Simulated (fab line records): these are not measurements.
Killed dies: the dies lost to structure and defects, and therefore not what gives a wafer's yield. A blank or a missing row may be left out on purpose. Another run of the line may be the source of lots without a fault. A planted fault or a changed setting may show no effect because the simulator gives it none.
Which tool is to blame? || flow n5_finfet || 27 wafers from 9 lots sampled at 3 of the route's 1938 steps

WHAT EACH GAUGE READ, for each wafer
N5_BEOL_M4_RC_MEAS_101. Usual: DIBL_N 36.3 mV/V, standard deviation 1; DIBL_P 36.2 mV/V, standard deviation 1.4; IOFF_N 0.157 nA/um, standard deviation 0.021; IOFF_P 0.206 nA/um, standard deviation 0.025; ION_N 673 uA/um, standard deviation 9; ION_P 461 uA/um, standard deviation 6.4; SS_N 71.5 mV/dec, standard deviation 0.5; SS_P 73.2 mV/dec, standard deviation 0.47; VT_N 249.9 mV, standard deviation 2.4; VT_P -250.6 mV, standard deviation 2.9.
{"lot": "L433", "measured": "day 8 05:05", "on": "prober-02", "DIBL_N (mV/V)": "36.7 34.9 36.6", "DIBL_P (mV/V)": "35.9 34.3 36.5", "IOFF_N (nA/um)": "0.175 0.153 0.190", "IOFF_P (nA/um)": "0.204 0.182 0.208", "ION_N (uA/um)": "683 679 689", "ION_P (uA/um)": "460 466 462", "SS_N (mV/dec)": "71.6 71.4 71.7", "SS_P (mV/dec)": "73.8 73.2 74.1", "VT_N (mV)": "249.0 250.8 248.7", "VT_P (mV)": "-251.3 -252.4 -253.0", "flag": ""}
{"lot": "L431", "measured": "day 8 05:33", "on": "prober-01", "DIBL_N (mV/V)": "35.3 37.3 34.9", "DIBL_P (mV/V)": "34.4 37.2 34.2", "IOFF_N (nA/um)": "0.136 0.170 0.129", "IOFF_P (nA/um)": "0.177 0.217 0.175", "ION_N (uA/um)": "671 682 668", "ION_P (uA/um)": "462 467 461", "SS_N (mV/dec)": "70.8 71.2 70.1", "SS_P (mV/dec)": "73.1 74.0 73.2", "VT_N (mV)": "250.8 248.2 250.4", "VT_P (mV)": "-251.1 -250.9 -252.8", "flag": ""}
{"lot": "L432", "measured": "day 8 10:10", "on": "prober-02", "DIBL_N (mV/V)": "36.3 35.5 37.9", "DIBL_P (mV/V)": "36.9 36.1 38.2", "IOFF_N (nA/um)": "0.150 0.134 0.171", "IOFF_P (nA/um)": "0.209 0.194 0.225", "ION_N (uA/um)": "659 657 669", "ION_P (uA/um)": "457 452 461", "SS_N (mV/dec)": "71.7 71.6 72.7", "SS_P (mV/dec)": "72.9 73.6 74.3", "VT_N (mV)": "252.3 255.2 250.0", "VT_P (mV)": "-251.1 -251.2 -252.0", "flag": ""}
{"lot": "L436", "measured": "day 9 09:32", "on": "prober-01", "DIBL_N (mV/V)": "37.5 39.5 38.3", "DIBL_P (mV/V)": "35.9 38.7 37.6", "IOFF_N (nA/um)": "0.151 0.202 0.181", "IOFF_P (nA/um)": "0.199 0.242 0.226", "ION_N (uA/um)": "668 686 686", "ION_P (uA/um)": "464 467 469", "SS_N (mV/dec)": "71.5 72.3 71.5", "SS_P (mV/dec)": "73.9 73.3 73.5", "VT_N (mV)": "250.2 246.9 250.7", "VT_P (mV)": "-249.6 -247.3 -250.6", "flag": ""}
{"lot": "L437", "measured": "day 9 13:46", "on": "prober-01", "DIBL_N (mV/V)": "37.1 36.2 36.3", "DIBL_P (mV/V)": "38.0 37.4 37.1", "IOFF_N (nA/um)": "0.200 0.189 0.183", "IOFF_P (nA/um)": "0.260 0.241 0.251", "ION_N (uA/um)": "676 673 676", "ION_P (uA/um)": "464 463 465", "SS_N (mV/dec)": "72.4 71.8 71.9", "SS_P (mV/dec)": "74.0 73.5 74.3", "VT_N (mV)": "247.1 246.8 249.2", "VT_P (mV)": "-247.2 -248.0 -246.9", "flag": ""}
{"lot": "L444", "measured": "day 11 11:57", "on": "prober-01", "DIBL_N (mV/V)": "36.6 36.8 36.1", "DIBL_P (mV/V)": "36.7 36.7 34.8", "IOFF_N (nA/um)": "0.187 0.202 0.169", "IOFF_P (nA/um)": "0.259 0.271 0.233", "ION_N (uA/um)": "685 687 682", "ION_P (uA/um)": "470 475 471", "SS_N (mV/dec)": "71.7 71.7 71.1", "SS_P (mV/dec)": "73.0 72.9 72.7", "VT_N (mV)": "247.2 243.5 247.3", "VT_P (mV)": "-244.2 -244.8 -248.5", "flag": ""}
{"lot": "L448", "measured": "day 12 07:06", "on": "prober-01", "DIBL_N (mV/V)": "37.3 37.6 36.7", "DIBL_P (mV/V)": "38.0 38.4 36.6", "IOFF_N (nA/um)": "0.173 0.181 0.157", "IOFF_P (nA/um)": "0.249 0.255 0.226", "ION_N (uA/um)": "690 685 674", "ION_P (uA/um)": "471 480 466", "SS_N (mV/dec)": "72.1 72.4 72.5", "SS_P (mV/dec)": "73.8 73.7 72.7", "VT_N (mV)": "249.4 245.4 247.9", "VT_P (mV)": "-244.6 -244.6 -248.5", "flag": ""}
{"lot": "L449", "measured": "day 12 17:07", "on": "prober-02", "DIBL_N (mV/V)": "37.5 35.4 35.9", "DIBL_P (mV/V)": "35.7 34.3 34.6", "IOFF_N (nA/um)": "0.148 0.120 0.132", "IOFF_P (nA/um)": "0.179 0.157 0.162", "ION_N (uA/um)": "665 667 660", "ION_P (uA/um)": "448 455 455", "SS_N (mV/dec)": "71.8 70.2 72.1", "SS_P (mV/dec)": "73.4 72.9 72.3", "VT_N (mV)": "251.7 252.6 252.5", "VT_P (mV)": "-255.2 -255.0 -255.7", "flag": ""}
{"lot": "L453", "measured": "day 13 18:34", "on": "prober-02", "DIBL_N (mV/V)": "36.6 37.6 36.7", "DIBL_P (mV/V)": "39.0 40.5 38.5", "IOFF_N (nA/um)": "0.183 0.208 0.187", "IOFF_P (nA/um)": "0.210 0.230 0.207", "ION_N (uA/um)": "688 697 686", "ION_P (uA/um)": "469 462 462", "SS_N (mV/dec)": "71.7 71.7 72.0", "SS_P (mV/dec)": "73.4 73.7 73.4", "VT_N (mV)": "246.7 247.3 246.2", "VT_P (mV)": "-247.7 -248.8 -249.5", "flag": ""}

N5_BEOL_M11_OVL_MEAS_29. Usual: V10_OVL gives -0.1 nm (standard deviation 1).
{"lot": "L433", "measured": "day 10 14:50", "on": "overlay-01", "V10_OVL (nm)": "1.3 0.9 1.6", "flag": ""}
{"lot": "L431", "measured": "day 10 15:50", "on": "overlay-01", "V10_OVL (nm)": "1.6 0.1 1.0", "flag": ""}
{"lot": "L432", "measured": "day 10 19:42", "on": "overlay-01", "V10_OVL (nm)": "-0.4 -0.6 0.4", "flag": ""}
{"lot": "L436", "measured": "day 11 18:14", "on": "overlay-01", "V10_OVL (nm)": "-1.0 -0.6 -0.6", "flag": ""}
{"lot": "L437", "measured": "day 12 03:50", "on": "overlay-02", "V10_OVL (nm)": "-0.1 -0.3 0.3", "flag": ""}
{"lot": "L444", "measured": "day 13 23:41", "on": "overlay-01", "V10_OVL (nm)": "0.8 -0.3 0.3", "flag": ""}
{"lot": "L448", "measured": "day 14 23:07", "on": "overlay-02", "V10_OVL (nm)": "0.5 1.1 1.8", "flag": ""}
{"lot": "L449", "measured": "day 15 09:46", "on": "overlay-02", "V10_OVL (nm)": "1.2 1.2 1.2", "flag": ""}
{"lot": "L453", "measured": "day 16 01:31", "on": "overlay-02", "V10_OVL (nm)": "-0.8 -0.6 -0.1", "flag": ""}

TOOL THAT RAN EACH LOT (tool first, then ch and the chambers of the sampled wafers, then the start)
{"lot": "L433", "N5_BEOL_M11_STRIP_67": "rie_diel-01 ch 1,2,3, day 10 13:55"}
{"lot": "L431", "N5_BEOL_M11_STRIP_67": "rie_diel-05 ch 0,1,2, day 10 14:42"}
{"lot": "L432", "N5_BEOL_M11_STRIP_67": "rie_diel-03 ch 1,2,3, day 10 18:49"}
{"lot": "L436", "N5_BEOL_M11_STRIP_67": "rie_diel-01 ch 0,3, day 11 15:52"}
{"lot": "L437", "N5_BEOL_M11_STRIP_67": "rie_diel-03 ch 1,2,3, day 12 00:44"}
{"lot": "L444", "N5_BEOL_M11_STRIP_67": "rie_diel-05 ch 0,2,3, day 13 22:26"}
{"lot": "L448", "N5_BEOL_M11_STRIP_67": "rie_diel-05 ch 0,3, day 14 21:43"}
{"lot": "L449", "N5_BEOL_M11_STRIP_67": "rie_diel-05 ch 0,1,2, day 15 06:24"}
{"lot": "L453", "N5_BEOL_M11_STRIP_67": "rie_diel-05 ch 1,3, day 16 00:57"}
- N5_BEOL_M11_STRIP_67: strips in CF4.

AS READ BY THE TOOLS THEMSELVES (means over the sampled wafers that have a number; for cases with no such wafer, the mark the record gives instead)
N5_BEOL_M11_STRIP_67. Usual: chamber_pressure_mTorr 50.00 mTorr, standard deviation 0.047; drypump_motor_current_A 5.6 A, standard deviation 0.58; oes_product_au 0.79 a.u., standard deviation 0.089; rf_vpp_V 271.0 V, standard deviation 1.8; showerhead_plenum_p_Torr 1.79 Torr, standard deviation 0.071; throttle_valve_pct 13.52 %, standard deviation 0.2.
{"lot": "L433", "tool": "rie_diel-01", "chamber_pressure_mTorr (mTorr)": 49.99, "drypump_motor_current_A (A)": 5.7, "oes_product_au (a.u.)": 0.84, "rf_vpp_V (V)": 272.4, "showerhead_plenum_p_Torr (Torr)": 1.86, "throttle_valve_pct (%)": 13.48, "flag": ""}
{"lot": "L431", "tool": "rie_diel-05", "chamber_pressure_mTorr (mTorr)": 49.99, "drypump_motor_current_A (A)": 5.6, "oes_product_au (a.u.)": 0.83, "rf_vpp_V (V)": 270.8, "showerhead_plenum_p_Torr (Torr)": 1.74, "throttle_valve_pct (%)": 13.50, "flag": ""}
{"lot": "L432", "tool": "rie_diel-03", "chamber_pressure_mTorr (mTorr)": 49.99, "drypump_motor_current_A (A)": 5.3, "oes_product_au (a.u.)": 0.75, "rf_vpp_V (V)": 270.8, "showerhead_plenum_p_Torr (Torr)": 1.79, "throttle_valve_pct (%)": 13.52, "flag": ""}
{"lot": "L436", "tool": "rie_diel-01", "chamber_pressure_mTorr (mTorr)": 50.04, "drypump_motor_current_A (A)": 5.2, "oes_product_au (a.u.)": 0.92, "rf_vpp_V (V)": 271.8, "showerhead_plenum_p_Torr (Torr)": 1.83, "throttle_valve_pct (%)": 13.22, "flag": ""}
{"lot": "L437", "tool": "rie_diel-03", "chamber_pressure_mTorr (mTorr)": 50.01, "drypump_motor_current_A (A)": 5.3, "oes_product_au (a.u.)": 0.74, "rf_vpp_V (V)": 270.3, "showerhead_plenum_p_Torr (Torr)": 1.79, "throttle_valve_pct (%)": 13.55, "flag": ""}
{"lot": "L444", "tool": "rie_diel-05", "chamber_pressure_mTorr (mTorr)": 50.01, "drypump_motor_current_A (A)": 5.9, "oes_product_au (a.u.)": 0.75, "rf_vpp_V (V)": 269.9, "showerhead_plenum_p_Torr (Torr)": 1.72, "throttle_valve_pct (%)": 13.64, "flag": ""}
{"lot": "L448", "tool": "rie_diel-05", "chamber_pressure_mTorr (mTorr)": 49.98, "drypump_motor_current_A (A)": 6.1, "oes_product_au (a.u.)": 0.76, "rf_vpp_V (V)": 269.3, "showerhead_plenum_p_Torr (Torr)": 1.72, "throttle_valve_pct (%)": 13.62, "flag": ""}
{"lot": "L449", "tool": "rie_diel-05", "chamber_pressure_mTorr (mTorr)": 50.06, "drypump_motor_current_A (A)": 5.6, "oes_product_au (a.u.)": 0.79, "rf_vpp_V (V)": 269.8, "showerhead_plenum_p_Torr (Torr)": 1.73, "throttle_valve_pct (%)": 13.58, "flag": ""}
{"lot": "L453", "tool": "rie_diel-05", "chamber_pressure_mTorr (mTorr)": 49.96, "drypump_motor_current_A (A)": 6.3, "oes_product_au (a.u.)": 0.82, "rf_vpp_V (V)": 269.9, "showerhead_plenum_p_Torr (Torr)": 1.74, "throttle_valve_pct (%)": 13.56, "flag": ""}

THE ANSWER, worked out from the rows above alone
Rule: a lot is off if the mean of its wafers that have a number lies more than 3 standard deviations from the usual mean. A lot without any number at a reading at which 4 lots or more have one is off too. Any other lot the step has rows for is counted as sound. First the gauges in route order, then the tools' own readings, where a lot's mean is used as printed above. The first step at which some lot is off is used, and at that step the reading that is off furthest; a lot without a number counts as furthest.
No lot is off at any reading shown: from this, nothing can be told.

WHAT WAS PUT IN BY THE SIMULATOR
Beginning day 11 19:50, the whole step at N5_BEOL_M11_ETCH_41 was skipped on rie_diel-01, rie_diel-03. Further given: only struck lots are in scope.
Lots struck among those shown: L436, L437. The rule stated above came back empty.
